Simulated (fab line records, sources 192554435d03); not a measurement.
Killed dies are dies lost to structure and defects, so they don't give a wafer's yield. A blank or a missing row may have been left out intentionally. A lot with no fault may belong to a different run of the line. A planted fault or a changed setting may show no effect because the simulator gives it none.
Which of the tools did it? || flow n5Finfet || at 1 step of a route of 1938, 12 lots with 36 wafers sampled

## WHAT EACH GAUGE READ, for each wafer
N5_DUMMY_GATE_CD_MEAS_50: the cd target is 14 nm.
{"lot": "L075", "measured": "day 3 07:14", "on": "cdSem-02", "cdNm (nm)": "14.9 13.2 13.9"}
{"lot": "L077", "measured": "day 3 23:48", "on": "cdSem-02", "cdNm (nm)": "13.7 12.8 13.0"}
{"lot": "L079", "measured": "day 4 06:41", "on": "cdSem-02", "cdNm (nm)": "13.8 13.6 13.6"}
{"lot": "L081", "measured": "day 4 17:04", "on": "cdSem-03", "cdNm (nm)": "13.9 14.2 13.7"}
{"lot": "L083", "measured": "day 5 07:08", "on": "cdSem-02", "cdNm (nm)": "13.0 14.3 13.0"}
{"lot": "L085", "measured": "day 5 19:14", "on": "cdSem-02", "cdNm (nm)": "13.6 13.8 13.3"}
{"lot": "L087", "measured": "day 6 04:24", "on": "cdSem-03", "cdNm (nm)": "14.2 13.7 14.2"}
{"lot": "L089", "measured": "day 6 17:10", "on": "cdSem-03", "cdNm (nm)": "12.8 13.5 13.0"}
{"lot": "L091", "measured": "day 7 05:11", "on": "cdSem-03", "cdNm (nm)": "14.4 13.3 13.2"}
{"lot": "L093", "measured": "day 7 16:26", "on": "cdSem-01", "cdNm (nm)": "14.5 14.0 14.3"}
{"lot": "L095", "measured": "day 8 04:35", "on": "cdSem-03", "cdNm (nm)": "14.8 13.4 13.8"}
{"lot": "L097", "measured": "day 8 19:31", "on": "cdSem-03", "cdNm (nm)": "14.1 14.3 13.5"}

## WHAT TOOL EACH LOT RAN ON (gives the tool, then ch and the chambers of the sampled wafers, and finally the start)
Record: no process step prior to these readings.

## THE ANSWER, worked out from the rows above alone
Rule: usual is defined by the lots themselves. The widest of any qualifying gaps counts: lots, ordered by their means at a reading, are off when they make up no more than a third of the lots, leave a main group of 4 or more, and stand apart from it by 3 or more times the standard deviation of that group's means. If all means in a main group match to the digits the tables above print for the reading, that group is not used. Also off: a lot with no number at a reading for which 4 or more lots have one. The other lots that the step has rows for count as sound.
None of the lots is off at any reading shown; this tells nothing.

## WHAT THE SIMULATOR HAD INSERTED
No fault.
